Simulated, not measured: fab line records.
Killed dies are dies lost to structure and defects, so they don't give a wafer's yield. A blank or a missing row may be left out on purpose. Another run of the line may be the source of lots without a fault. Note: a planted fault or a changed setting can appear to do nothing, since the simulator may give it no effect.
Matching of chambers ; flow n5_finfet ; N5_BEOL_M7_PECVD_70 on pecvd-02 has 3 sister chambers
The step deposits SiO2 from TEOS/O2, target thk 20 nm, time 22.7 s. 3 wafers are shown with their chamber, then 11 later ones without.

== WAFERS PAIRED WITH THEIR CHAMBERS ==
wafer;chamber;showerhead_plenum_p_Torr (Torr)
L091.2;0;8.90
L091.3;2;8.76
L091.4;1;8.83

== WAFERS WITH NO CHAMBER GIVEN ==
wafer;showerhead_plenum_p_Torr (Torr)
L091.5;8.78
L091.6;8.87
L094.2;8.78
L094.3;8.83
L094.4;8.79
L095.1;8.84
L095.4;8.78
L095.5;8.82
L097.3;8.87
L097.4;8.78
L097.5;8.80

== CHAMBER TAKEN BY EACH ==
wafer;from the rows above;in truth
L091.5;can't be placed: 2 or 1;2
L091.6;can't be placed: 0 or 1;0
L094.2;can't be placed: 2 or 1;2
L094.3;1;1
L094.4;can't be placed: 2 or 1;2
L095.1;1;1
L095.4;can't be placed: 2 or 1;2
L095.5;1;1
L097.3;can't be placed: 0 or 1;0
L097.4;can't be placed: 2 or 1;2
L097.5;can't be placed: 1 or 2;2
Correctly placed: 3 of 11. Unplaceable from these rows: 8, with the true chamber sitting among the candidates in 8. Number placed wrongly: 0.
How it was worked out, from the rows above alone: a wafer's distance from a chamber is the root of the sum, over the readings, of the square of ((its reading less the chamber's mean) divided by the reading's scatter). If the next closest chamber is less than 2 further off than the closest, the wafer can't be placed; otherwise it belongs to the closest. For every chamber, the mean is computed from those of its wafers that are shown. The scatter: with one shown wafer a chamber, the root of the mean of the squares of how far each hidden wafer lies from its nearest shown one.
